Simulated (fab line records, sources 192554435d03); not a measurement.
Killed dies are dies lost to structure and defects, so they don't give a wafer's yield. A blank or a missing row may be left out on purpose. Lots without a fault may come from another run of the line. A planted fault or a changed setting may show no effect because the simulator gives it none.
Problem report in the 8D (eight disciplines) form, filled by code | flow n5_finfet | the parts of the form that need people (team, actions taken, sign-off) are left out

1. THE PROBLEM
time_to_endpoint_s at N5_BEOL_M7_CMP_52 reads a mean of 22.4 s on 2 wafers of 1 lot; wafers without a fault read 61.0 s with a standard deviation of 2.9. That is -13 standard deviations from the usual mean.
The step: polishes, stops on SiCOH lowk, t overpolish 6.9 s, target thk 80 nm.
First seen on wafer L466.2, day 11 22:46, on cmp-04. The record holds 28 wafers of 10 lots with a number at this step. Rule for "out", or "out of limits": more than 4 standard deviations from the usual mean. The other wafers with a number count as sound.

2. WHAT IT IS AND WHAT IT IS NOT
question                    | is                 | is not
which readings at this step | time_to_endpoint_s | motor_current_A
which lots                  | L466               | L455, L458, L459, L460, L461, L463, L473, L476, L478
which wafers of those lots  | L466.2, L466.6     | L466.5
read on which tools         | cmp-04             | cmp-01, cmp-02
when                        | from day 11 22:46  | up to then (18 sound wafers); but 8 sound wafers of L473, L476, L478 came after

3. SUSPECTS, AND WHAT RULES EACH OUT
Counting: a tool at a process step up to the reading stays a suspect if it ran every lot that is out. Sound lots after the first of them don't rule it out here, since some wafers of a struck lot are sound.
- rie_diel-01 at N5_BEOL_M7_ETCH_72 (etches underlayer in N2/H2, target depth 6.5 nm, time 5.2 s): kept. It ran the lot that is out, L466 (day 11 20:08); its last sound lot up to then is L455 (day 9 03:41).
- rie_diel-01 at N5_BEOL_M7_ETCH_41 (etches SiCN in CH3F/O2, target depth 31.9 nm, time 57.8 s): kept. It ran the lot that is out, L466 (day 11 21:25); its last sound lot up to then is L455 (day 9 04:54). N5_BEOL_M7_ETCH_41 gives no start for some lots, so the hours and the order of its lots are those of N5_BEOL_M7_PRE_CLEAN_45.
- pvd_sputter-03 at N5_BEOL_M7_PRE_CLEAN_45 (time 30 s): kept. It ran the lot that is out, L466 (day 11 21:25); its last sound lot up to then is L458 (day 9 20:05).
- ecd_cu-02 at N5_BEOL_M7_ECD_50 (material Cu, target thk 300 nm): kept. It ran the lot that is out, L466 (day 11 22:04); its last sound lot up to then is L460 (day 10 03:46).
- cmp-04 at N5_BEOL_M7_CMP_52 (polishes, stops on SiCOH lowk, t overpolish 6.9 s, target thk 80 nm): kept. It ran the lot that is out, L466 (day 11 22:46); its last sound lot up to then is L460 (day 10 04:23). Its own readings are out on those wafers: time_to_endpoint_s.
- Within cmp-04 at N5_BEOL_M7_CMP_52: the wafers that are out ran in chambers 2, 3; their sound lot-mates ran in chamber 0.
Left after counting: rie_diel-01 at N5_BEOL_M7_ETCH_72, rie_diel-01 at N5_BEOL_M7_ETCH_41, pvd_sputter-03 at N5_BEOL_M7_PRE_CLEAN_45, ecd_cu-02 at N5_BEOL_M7_ECD_50, cmp-04 at N5_BEOL_M7_CMP_52.

4. THE CAUSE (what the simulator had put in)
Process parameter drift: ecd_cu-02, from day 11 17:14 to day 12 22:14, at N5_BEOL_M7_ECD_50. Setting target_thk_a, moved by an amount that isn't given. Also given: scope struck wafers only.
Counting left 5 suspects, and this tool is among them.

5. THE CHAIN OF EFFECTS, in route order
Each row: a reading whose mean over the struck wafers that have a number lies more than 3 standard deviations from the usual. Only readings for which the record gives a usual standard deviation are gone through. hours: the time from each lot's start at the first step in this table that gives one to its start at this step, as a median over the lots. sigmas: the change in usual standard deviations.
hours | step              | reading            | usual  | on struck wafers | change | sigmas
0     | N5_BEOL_M7_CMP_52 | time_to_endpoint_s | 61.0 s | 22.4             | -38.6  | -13
The process steps in it:
- N5_BEOL_M7_CMP_52: polishes, stops on SiCOH lowk, t overpolish 6.9 s, target thk 80 nm.

6. WHAT WOULD HAVE CAUGHT IT SOONER
In this record the first reading out of limits was taken at day 11 22:46, 6 hours after the fault began at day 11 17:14.
All the lots that are out (1) had begun N5_BEOL_M7_ECD_50 on ecd_cu-02 by day 11 22:46. A hold on the tool at that time would have spared none of them.
